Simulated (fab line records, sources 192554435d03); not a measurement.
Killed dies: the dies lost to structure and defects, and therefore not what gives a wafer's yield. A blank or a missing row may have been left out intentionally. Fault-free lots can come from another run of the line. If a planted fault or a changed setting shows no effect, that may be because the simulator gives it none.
Problem report in the 8D (eight disciplines) form, filled by code / flow n5_finfet / the parts of the form that need people (team, actions taken, sign-off) are left out

## 1. THE ISSUE
Mean of susceptor_temp_C at N5_BEOL_M11_DEGAS_44: 253.10 C across 6 wafers in 2 lots; on wafers with no fault it is 249.99 C (standard deviation 0.17). That is +18 standard deviations from the usual mean.
The step: time 60 s.
Earliest sighting: wafer L783.2 on pvd_sputter-01 at day 10 23:24. Wafers with a number at this step in the record: 30, from 12 lots. Rule for "out" (also "out of limits"): further than 4 standard deviations from the usual mean. All remaining wafers that have a number are taken as sound.

## 2. WHAT IT IS; WHAT IT IS NOT
question=which readings at this step | is=susceptor_temp_C | is not=heater_power_w
question=which lots | is=L783, L786 | is not=L781, L782, L784, L796, L797, L798, L799, L800, L803, L804
question=which wafers of those lots | is=all that have a number | is not=-
question=read on which tools | is=pvd_sputter-01 | is not=pvd_sputter-02, pvd_sputter-03
question=when | is=from day 10 23:24 | is not=up to then (7 sound wafers); but 17 sound wafers of L796, L797, L798, L799, L800, L803, L804 came after

## 3. SUSPECTS, AND WHAT RULES EACH OUT
Counting: a tool stays on the suspect list if, at a process step up to the reading, it processed all lots that are out and no sound lot following the first of them.
- rie_diel-02 at N5_BEOL_M11_ETCH_66 (etches SOC in N2/H2, target depth 120 nm, overetch 24 nm, time 180 s): ruled out as a lasting fault. After its first lot that is out, L783 (day 10 22:18), sound lots L798, L800 ran on it.
- pvd_sputter-01 at N5_BEOL_M11_DEGAS_44 (time 60 s): ruled out as a lasting fault. After its first lot that is out, L783 (day 10 23:24), sound lots L800 ran on it.
Left after counting: nothing in the record.

## 4. THE CAUSE (what the simulator had put in)
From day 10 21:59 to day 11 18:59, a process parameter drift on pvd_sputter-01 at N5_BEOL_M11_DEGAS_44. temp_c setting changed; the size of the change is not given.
Counting ruled it out, wrongly.

## 5. THE CHAIN OF EFFECTS, in route order
Rows list readings where the struck wafers' mean (over those with a number) sits beyond 3 standard deviations from the usual. Only readings for which the record gives a usual standard deviation are gone through. hours: the time from each lot's start at the first step in this table that gives one to its start at this step, as a median over the lots. sigmas: the change in usual standard deviations.
hours=0; step=N5_BEOL_M11_DEGAS_44; reading=susceptor_temp_C; usual=249.99 C; on struck wafers=253.10; change=+3.11; sigmas=+18
Its process steps:
- N5_BEOL_M11_DEGAS_44: time 60 s.

## 6. WHAT WOULD HAVE CAUGHT IT SOONER
In this record the first reading out of limits was taken at day 10 23:24, 1 hour after the fault began at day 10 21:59.
